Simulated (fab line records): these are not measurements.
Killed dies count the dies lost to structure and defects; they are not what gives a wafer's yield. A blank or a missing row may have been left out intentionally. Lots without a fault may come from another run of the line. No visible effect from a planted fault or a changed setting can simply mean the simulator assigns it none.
Matching of chambers    flow n5 finfet    N5_MOL_CONTACT_COAG_ETCHBACK_136 on rie diel-05: 4 sister chambers
The step etches SiO2 in CHF3, target depth 25 nm, time 16.7 s. 8 wafers are shown with their chamber, then 12 later ones without.

== EACH WAFER AND ITS CHAMBER ==
wafer   chamber  showerhead plenum p Torr (Torr)  rf vpp V (V)
L077.3  0        2.46                             486
L082.2  3        2.36                             510
L083.1  3        2.36                             511
L085.5  1        2.46                             524
L085.6  2        2.18                             525
L088.1  2        2.17                             525
L088.2  0        2.46                             486
L088.3  1        2.46                             525

== WAFERS WITHOUT THEIR CHAMBER ==
wafer   showerhead plenum p Torr (Torr)  rf vpp V (V)
L090.2  2.45                             487
L090.3  2.46                             521
L090.5  2.45                             488
L091.3  2.17                             525
L091.4  2.35                             508
L091.6  2.46                             524
L095.3  2.45                             487
L095.5  2.45                             487
L095.6  2.45                             523
L096.2  2.45                             486
L096.3  2.45                             524
L096.5  2.35                             509

== CHAMBER TAKEN BY EACH ==
wafer   from the rows above  in truth
L090.2  0                    0
L090.3  1                    1
L090.5  0                    0
L091.3  2                    2
L091.4  3                    3
L091.6  1                    1
L095.3  0                    0
L095.5  0                    0
L095.6  1                    1
L096.2  0                    0
L096.3  1                    1
L096.5  3                    3
Correctly placed: 12 of 12. Left unplaced by these rows: 0. Number placed wrongly: 0.
How it was worked out, from the rows above alone: a wafer's distance from a chamber is the root of the sum, over the readings, of the square of ((its reading less the chamber's mean) divided by the reading's scatter). The wafer belongs to the nearest chamber; if the next one is less than 2 further off, it can't be placed. Each chamber's mean is taken over the wafers shown for it. How the scatter is found: for the shown wafers, subtract from each reading the mean of its chamber, square and add these, divide the total by (wafers less chambers), then take the root.
